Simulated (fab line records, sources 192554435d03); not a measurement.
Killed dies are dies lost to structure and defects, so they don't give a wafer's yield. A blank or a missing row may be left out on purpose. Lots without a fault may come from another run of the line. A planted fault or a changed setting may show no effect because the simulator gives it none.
Which tool did it? | flow n5_finfet | 10 lots, 28 wafers sampled, at 5 steps of a route of 1938

WHAT THE GAUGES READ, wafer by wafer
N5_BEOL_M4_RC_MEAS_101. Usual: DIBL_N 36.1 mV/V, standard deviation 1.5; DIBL_P 36.1 mV/V, standard deviation 1.9; IOFF_N 0.159 nA/um, standard deviation 0.029; IOFF_P 0.21 nA/um, standard deviation 0.038; ION_N 675 uA/um, standard deviation 11; ION_P 464 uA/um, standard deviation 8.1; SS_N 71.5 mV/dec, standard deviation 0.57; SS_P 73.3 mV/dec, standard deviation 0.64; VT_N 249 mV, standard deviation 3.1; VT_P -250 mV, standard deviation 3.8.
lot  | measured     | on        | DIBL_N (mV/V)  | DIBL_P (mV/V)  | IOFF_N (nA/um)    | IOFF_P (nA/um) | ION_N (uA/um) | ION_P (uA/um) | SS_N (mV/dec)  | SS_P (mV/dec)  | VT_N (mV)   | VT_P (mV)      | flag
L818 | day 7 14:54  | prober-01 | 37.0 35.4 37.2 | 37.6 34.6 38.3 | 0.149 0.118 0.144 | 0.21 0.17 0.22 | 664 654 664   | 462 457 461   | 71.6 71.8 71.6 | 73.3 72.9 73.2 | 249 255 252 | -251 -254 -251 |
L820 | day 8 08:42  | prober-02 | 33.6 35.6 36.6 | 32.4 35.8 36.9 | 0.118 0.147 0.173 | 0.18 0.22 0.24 | 668 680 691   | 461 471 471   | 71.4 72.0 72.1 | 72.6 73.4 73.4 | 257 251 248 | -248 -249 -249 |
L830 | day 11 05:29 | prober-01 | 33.0 36.2 33.8 | 32.4 35.5 33.0 | 0.104 0.145 0.109 | 0.15 0.18 0.15 | 660 664 668   | 446 456 453   | 70.9 71.4 71.1 | 72.5 73.0 72.2 | 255 252 256 | -254 -253 -254 |
L833 | day 11 15:29 | prober-01 | 34.6 34.1 37.3 | 33.0 32.4 36.1 | 0.133 0.122 0.177 | 0.17 0.16 0.21 | 675 666 684   | 462 459 467   | 70.8 71.0 71.5 | 72.3 72.4 74.1 | 248 252 248 | -253 -255 -251 |
L834 | day 12 02:38 | prober-01 | 32.5 35.7      | 32.2 35.1      | 0.111 0.150       | 0.17 0.21      | 667 663       | 464 458       | 70.8 71.1      | 72.5 73.2      | 253 249     | -254 -248      |
L837 | day 12 12:51 | prober-01 | 36.9 36.9 36.4 | 39.4 39.2 38.2 | 0.195 0.187 0.174 | 0.25 0.23 0.22 | 675 673 671   | 465 463 462   | 71.8 72.0 72.4 | 74.3 74.5 74.7 | 247 249 250 | -247 -252 -248 |
L838 | day 12 17:18 | prober-01 | 37.1 36.9 38.5 | 36.9 37.2 39.3 | 0.177 0.184 0.213 | 0.26 0.28 0.31 | 686 691 702   | 476 481 479   | 72.1 71.4 72.2 | 73.8 73.1 73.5 | 245 248 244 | -245 -241 -241 |
L839 | day 13 12:38 | prober-02 | 35.6 34.5      | 36.6 34.6      | 0.159 0.131       | 0.20 0.17      | 674 664       | 456 456       | 71.3 71.1      | 72.6 73.1      | 247 252     | -252 -255      |
L840 | day 13 18:02 | prober-02 | 37.1 37.5 37.6 | 37.1 37.7 37.6 | 0.173 0.192 0.198 | 0.30 0.32 0.31 | 677 689 686   | 479 481 473   | 71.4 72.1 72.0 | 73.3 73.7 74.3 | 246 247 245 | -241 -242 -244 |
L841 | day 14 09:27 | prober-01 | 36.2 36.6 34.8 | 36.8 36.4 36.0 | 0.181 0.180 0.168 | 0.23 0.23 0.23 | 684 680 686   | 469 468 473   | 71.1 70.9 71.5 | 73.3 72.5 73.6 | 247 246 244 | -247 -248 -247 |

WHICH TOOL RAN EACH LOT (tool, then ch and the chambers of the sampled wafers, then the start)
lot  | N5_MOL_CONTACT_COAG_ETCH_106       | N5_MOL_CONTACT_COAG_STRIP_98       | N5_MOL_CONTACT_COAG_SPUTTER_143 | N5_MOL_CONTACT_COAG_SPUTTER_130
L818 | rie_diel-01 ch 0,3, day 4 21:27    | rie_diel-01 ch 0,3, day 4 21:41    | pvd_sputter-02, day 4 23:00     | pvd_sputter-02, day 5 02:16
L820 | rie_diel-01 ch 0,1,2, day 5 06:49  | rie_diel-01 ch 0,1,2, day 5 07:03  | pvd_sputter-01, day 5 10:42     | pvd_sputter-03, day 5 13:51
L830 | rie_diel-02 ch 0,1,3, day 7 22:55  | rie_diel-02 ch 0,1,3, day 7 23:10  | pvd_sputter-02, day 8 01:16     | pvd_sputter-03, day 8 03:38
L833 | rie_diel-01 ch 0,1,3, day 8 15:51  | rie_diel-01 ch 0,1,3, day 8 16:06  | pvd_sputter-01, day 8 18:17     | pvd_sputter-02, day 8 20:40
L834 | rie_diel-01 ch 0,1, day 8 18:33    | rie_diel-01 ch 0,1, day 8 18:48    | pvd_sputter-03, day 8 20:53     | pvd_sputter-02, day 9 00:07
L837 | rie_diel-02 ch 0,1,3, day 9 14:50  | rie_diel-02 ch 0,1,3, day 9 15:05  | pvd_sputter-03, day 9 18:01     | pvd_sputter-02, day 9 20:20
L838 | rie_diel-02 ch 1,2,3, day 9 15:21  | rie_diel-02 ch 1,2,3, day 9 15:35  | pvd_sputter-01, day 9 19:38     | pvd_sputter-01, day 9 21:35
L839 | rie_diel-02 ch 0,3, day 9 22:48    | rie_diel-02 ch 0,3, day 9 23:02    | pvd_sputter-02, day 10 01:26    | pvd_sputter-01, day 10 03:26
L840 | rie_diel-06 ch 1,2, day 10 04:43   | rie_diel-06 ch 1,2, day 10 04:58   | pvd_sputter-01, day 10 09:01    | pvd_sputter-02, day 10 10:51
L841 | rie_diel-06 ch 0,2,3, day 10 10:34 | rie_diel-06 ch 0,2,3, day 10 10:49 | pvd_sputter-03, day 10 12:17    | pvd_sputter-01, day 10 15:14
- N5_MOL_CONTACT_COAG_ETCH_106: etches SOC in N2/H2, target depth 80 nm, overetch 16 nm, time 120 s.
- N5_MOL_CONTACT_COAG_STRIP_98: strips in N2/H2.
- N5_MOL_CONTACT_COAG_SPUTTER_143: material Co, target thk 2.5 nm.
- N5_MOL_CONTACT_COAG_SPUTTER_130: material Co, target thk 47.5 nm.

WHAT THE TOOLS THEMSELVES READ (means of the sampled wafers that have a number; where no wafer has one, the mark that the record gives instead)
N5_MOL_CONTACT_COAG_ETCH_106. Usual: drypump_motor_current_A 5.6 A, standard deviation 0.52; n2_flow_sccm 200.1 sccm, standard deviation 0.66; oes_product_au 0.74 a.u., standard deviation 0.061; rf_vpp_V 524.5 V, standard deviation 2.7; showerhead_plenum_p_Torr 2.57 Torr, standard deviation 0.1; temp_c 40.02 C, standard deviation 0.11; throttle_valve_pct 17.75 %, standard deviation 0.17.
lot  | tool        | drypump_motor_current_A (A) | n2_flow_sccm (sccm) | oes_product_au (a.u.) | rf_vpp_V (V) | showerhead_plenum_p_Torr (Torr) | temp_c (C) | throttle_valve_pct (%) | flag
L818 | rie_diel-01 | 6.0                         | 200.6               | 0.73                  | 520.8        | 2.44                            | 40.06      | 17.89                  |
L820 | rie_diel-01 | 5.9                         | 200.3               | 0.65                  | 522.8        | 2.49                            | 39.98      | 17.93                  |
L830 | rie_diel-02 | 5.3                         | 200.1               | 0.75                  | 524.9        | 2.55                            | 40.07      | 17.60                  |
L833 | rie_diel-01 | 5.7                         | 199.7               | 0.67                  | 522.7        | 2.47                            | 39.99      | 17.95                  |
L834 | rie_diel-01 | 5.7                         | 200.6               | 0.63                  | 522.2        | 2.46                            | 39.91      | 18.04                  |
L837 | rie_diel-02 | 5.4                         | 200.5               | 0.74                  | 523.9        | 2.54                            | 40.01      | 17.63                  |
L838 | rie_diel-02 | 5.4                         | 200.3               | 0.73                  | 524.9        | 2.57                            | 40.03      | 17.69                  |
L839 | rie_diel-02 | 5.2                         | 200.0               | 0.73                  | 523.6        | 2.53                            | 39.93      | 17.68                  |
L840 | rie_diel-06 | 6.3                         | 199.9               | 0.73                  | 524.2        | 2.53                            | 39.92      | 17.96                  |
L841 | rie_diel-06 | 5.3                         | 200.4               | 0.76                  | 528.2        | 2.69                            | 39.99      | 17.75                  |

N5_MOL_CONTACT_COAG_STRIP_98. Usual: drypump_motor_current_A 5.7 A, standard deviation 0.52; n2_flow_sccm 300.1 sccm, standard deviation 0.89; oes_product_au 0.83 a.u., standard deviation 0.069; rf_vpp_V 54.3 V, standard deviation 1.4; showerhead_plenum_p_Torr 3.39 Torr, standard deviation 0.13; temp_c 40.00 C, standard deviation 0.11; throttle_valve_pct 18.72 %, standard deviation 0.26.
lot  | tool        | drypump_motor_current_A (A) | n2_flow_sccm (sccm) | oes_product_au (a.u.) | rf_vpp_V (V) | showerhead_plenum_p_Torr (Torr) | temp_c (C) | throttle_valve_pct (%) | flag
L818 | rie_diel-01 | 6.0                         | 300.4               | 0.80                  | 53.6         | 3.24                            | 40.05      | 18.88                  |
L820 | rie_diel-01 | 5.9                         | 300.4               | 0.72                  | 55.0         | 3.29                            | 39.95      | 18.95                  |
L830 | rie_diel-02 | 5.4                         | 299.2               | 0.85                  | 55.5         | 3.37                            | 40.00      | 18.48                  |
L833 | rie_diel-01 | 5.7                         | 300.5               | 0.74                  | 55.2         | 3.26                            | 40.01      | 18.99                  |
L834 | rie_diel-01 | 5.7                         | 300.8               | 0.69                  | 54.5         | 3.25                            | 39.99      | 19.12                  |
L837 | rie_diel-02 | 5.4                         | 299.2               | 0.83                  | 55.1         | 3.36                            | 39.95      | 18.51                  |
L838 | rie_diel-02 | 5.4                         | 299.8               | 0.81                  | 55.2         | 3.40                            | 40.06      | 18.61                  |
L839 | rie_diel-02 | 5.3                         | 300.6               | 0.82                  | 53.2         | 3.33                            | 40.00      | 18.63                  |
L840 | rie_diel-06 | 6.3                         | 299.4               | 0.81                  | 54.3         | 3.35                            | 40.07      | 19.05                  |
L841 | rie_diel-06 | 5.3                         | 300.0               | 0.85                  | 54.5         | 3.54                            | 39.96      | 18.63                  |

N5_MOL_CONTACT_COAG_SPUTTER_143. Usual: throttle_valve_pct 29.5 %, standard deviation 1.2.
lot  | tool           | throttle_valve_pct (%) | flag
L818 | pvd_sputter-02 | 29.7                   |
L820 | pvd_sputter-01 | 28.5                   |
L830 | pvd_sputter-02 | 29.3                   |
L833 | pvd_sputter-01 | 29.0                   |
L834 | pvd_sputter-03 | 31.5                   |
L837 | pvd_sputter-03 | 29.8                   |
L838 | pvd_sputter-01 | 29.1                   |
L839 | pvd_sputter-02 | 30.1                   |
L840 | pvd_sputter-01 | 28.1                   |
L841 | pvd_sputter-03 | 30.3                   |

N5_MOL_CONTACT_COAG_SPUTTER_130. Usual: cathode_dc_power_W 2999.9 W, standard deviation 0.48; throttle_valve_pct 29.5 %, standard deviation 1.
lot  | tool           | cathode_dc_power_W (W) | throttle_valve_pct (%) | flag
L818 | pvd_sputter-02 | 3000.4                 | 29.4                   |
L820 | pvd_sputter-03 | 3000.3                 | 31.0                   |
L830 | pvd_sputter-03 | 2918.1                 | 30.6                   | OFF
L833 | pvd_sputter-02 | 3000.0                 | 29.5                   |
L834 | pvd_sputter-02 | 2999.8                 | 29.4                   |
L837 | pvd_sputter-02 | 2999.8                 | 29.0                   |
L838 | pvd_sputter-01 | 3000.0                 | 28.3                   |
L839 | pvd_sputter-01 | 2999.9                 | 27.8                   |
L840 | pvd_sputter-02 | 3000.0                 | 29.3                   |
L841 | pvd_sputter-01 | 2999.8                 | 29.1                   |

THE ANSWER, worked out from the rows above alone
Rule: a lot is off if the mean of its wafers that have a number lies more than 3 standard deviations from the usual mean. A lot without any number at a reading at which 4 lots or more have one is off too. The other lots that the step has rows for count as sound. The gauges are gone through in route order, then the tools' own readings, and for those a lot's mean is taken as printed above. The first step at which some lot is off is used, and at that step the reading that is off furthest; a lot without a number counts as furthest.
Off: L830, at N5_MOL_CONTACT_COAG_SPUTTER_130 (cathode_dc_power_W).
A tool fits if, at that step or a process step before it, it ran every lot that is off, and no sound lot after the first of them. One fits: pvd_sputter-03 at N5_MOL_CONTACT_COAG_SPUTTER_130. Its last sound lot is L820 (day 5 13:51), its first lot that is off L830 (day 8 03:38): a fault that began between those two fits.
The tool's own readings at N5_MOL_CONTACT_COAG_SPUTTER_130 bear it out: on the lots that are off they differ by more than 5 times the standard deviation of the sound lots' means. cathode_dc_power_W reads 2918.1 W there against 3000.0 W on the sound lots.

WHAT THE SIMULATOR HAD PUT IN
Process parameter drift: pvd_sputter-03, from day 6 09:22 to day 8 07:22, at N5_MOL_CONTACT_COAG_SPUTTER_130. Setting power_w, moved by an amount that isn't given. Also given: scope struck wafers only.
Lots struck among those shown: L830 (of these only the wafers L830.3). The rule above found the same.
